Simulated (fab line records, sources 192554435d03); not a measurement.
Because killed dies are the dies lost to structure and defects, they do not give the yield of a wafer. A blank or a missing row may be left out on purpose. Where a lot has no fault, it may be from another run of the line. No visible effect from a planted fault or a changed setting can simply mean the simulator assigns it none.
Chamber matching	flow n5-finfet	N5_BEOL_M3_ALD_98 on ald-sin-03: 4 sister chambers
The step deposits SiO2, target thk 2.5 nm, pulse time 1 s, co reactant pulse time 1 s. 14 wafers are shown with their chamber, then 7 later ones without.

== WAFERS PAIRED WITH THEIR CHAMBERS ==
wafer	chamber	heater-power-w (W)	heater-power-outer-w (W)	precursor-pulse-height-rel
L074.2	3	75	38	0.999
L074.4	0	87	42	1.008
L074.6	3	77	38	1.022
L076.3	3	75	38	0.984
L076.4	1	78	42	0.993
L076.5	2	74	40	1.003
L082.3	2	74	41	0.994
L082.5	3	74	36	0.994
L082.6	2	75	41	0.973
L087.1	3	77	36	1.009
L087.2	0	84	41	0.993
L087.5	3	77	36	1.005
L088.1	2	76	40	0.983
L088.3	1	77	45	0.998

SIGNATURES, as means of the wafers listed above
reading	chamber 0	chamber 1	chamber 2	chamber 3	scatter within a chamber
heater-power-w	85.50	77.50	74.75	75.83	1.29
heater-power-outer-w	41.50	43.50	40.50	37.00	1.1
precursor-pulse-height-rel	1.00050	0.99550	0.98825	1.00217	0.0122
Rule: distance of a wafer from a chamber = root of the sum over the readings of ((wafer's reading minus chamber's mean) / reading's scatter) squared. If the next closest chamber is less than 2 further off than the closest, the wafer can't be placed; otherwise it belongs to the closest. The scatter is the square root of a quotient: the sum, over the shown wafers, of each reading's squared deviation from its chamber's mean, divided by wafers minus chambers.

== WAFERS WITHOUT THEIR CHAMBER ==
wafer	heater-power-w (W)	heater-power-outer-w (W)	precursor-pulse-height-rel
L088.6	76	38	0.999
L093.1	77	46	1.011
L093.2	77	37	0.991
L093.6	76	40	1.019
L096.1	79	44	0.997
L096.2	77	37	1.027
L096.4	84	42	0.984

== WHICH CHAMBER EACH WENT THROUGH ==
wafer	from the rows above	in truth
L088.6	can't be placed: 3 or 2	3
L093.1	1	1
L093.2	3	3
L093.6	can't be placed: 2 or 3 or 1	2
L096.1	1	1
L096.2	3	3
L096.4	0	0
Correctly placed: 5 of 7. Unplaceable from these rows: 2, with the true chamber sitting among the candidates in 2. 0 placed wrongly.
